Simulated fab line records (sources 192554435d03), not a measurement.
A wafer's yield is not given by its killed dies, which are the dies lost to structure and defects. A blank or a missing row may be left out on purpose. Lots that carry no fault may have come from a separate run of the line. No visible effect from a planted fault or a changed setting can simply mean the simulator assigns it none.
2 desks, one fault :: flow n5Finfet :: every desk sees just its own numbers, and what lay behind them comes last
Where a reading is given only as a bound, like >300, the bound stands for it, and a mean or a difference that rests on one is marked > or <: the true number lies beyond.

THE DEFECT DESK
What the inspections along the route counted, lot by lot: means of the sampled wafers that have a number. If a lot's mean is further than 4 standard deviations from the usual mean, the lot is out of limits and carries the mark OUT (the distance appears in the brackets).
Columns: A = rawDefectCount at N5_MIM_TOP_LITHO_INSPECT_12, usual 2.1
lot: L562
first seen here: day 12 16:10
A: 2.0

lot: L561
first seen here: day 13 05:02
A: 3.0

lot: L563
first seen here: day 13 06:31
A: 2.7

lot: L565
first seen here: day 13 15:37
A: 1.7

lot: L569
first seen here: day 14 05:20
A: >300 (+99 or more) OUT

lot: L568
first seen here: day 14 14:55
A: >300 (+99 or more) OUT

lot: L580
first seen here: day 16 15:40
A: 1.5

lot: L581
first seen here: day 17 10:56
A: 2.0

lot: L582
first seen here: day 17 22:17
A: 2.0

lot: L584
first seen here: day 17 22:51
A: 1.7

lot: L583
first seen here: day 18 03:38
A: 2.5
This desk's finding: out of limits on L568, L569; first on L569, day 14 05:20 (rawDefectCount at N5_MIM_TOP_LITHO_INSPECT_12). L562, L561, L563, L565, L580, L581, L582, L584, L583: within limits.

AT THE TOOL OWNER'S DESK: pvdSputter-03
At N5_MIM_TOP_SPUTTER_03 (material TiN, target thk 35 nm, time 89.7 s) the tool's own readings: per lot run on this tool, the mean of the sampled wafers that have a number. If a lot's mean is further than 4 standard deviations from the usual mean, the lot is out of limits and carries the mark OUT (the distance appears in the brackets).
Columns: A = cathodeDcPowerW at N5_MIM_TOP_SPUTTER_03, usual 3000.0 W; B = throttleValvePct at N5_MIM_TOP_SPUTTER_03, usual 30.8 %
lot: L563
first seen here: day 13 06:05
A: 2999.8
B: 30.8

lot: L565
first seen here: day 13 15:11
A: 3000.3
B: 31.1

lot: L569
first seen here: day 14 04:53
A: 3000.0
B: 31.0

lot: L568
first seen here: day 14 14:21
A: 3000.0
B: 30.8

lot: L581
first seen here: day 17 10:30
A: 3000.5
B: 30.9

lot: L582
first seen here: day 17 21:43
A: 2999.8
B: 30.9
Finding of this desk: none of the 6 lots has anything out of limits.

ALL TOGETHER
The defect desk could have raised an alarm at day 14 05:20, on L568, L569.
Nothing out of limits was seen by the tool owner's desk.
The tool owner's desk has L568, L569 on record, within its limits.
Every lot named ran N5_MIM_TOP_SPUTTER_03 on pvdSputter-03.

WHAT WAS PUT IN BY THE SIMULATOR
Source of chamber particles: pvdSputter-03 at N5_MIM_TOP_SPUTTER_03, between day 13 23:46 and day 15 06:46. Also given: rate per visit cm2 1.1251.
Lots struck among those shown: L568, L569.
Hours from the fault's start to each desk's first reading out of limits: the defect desk, 6.
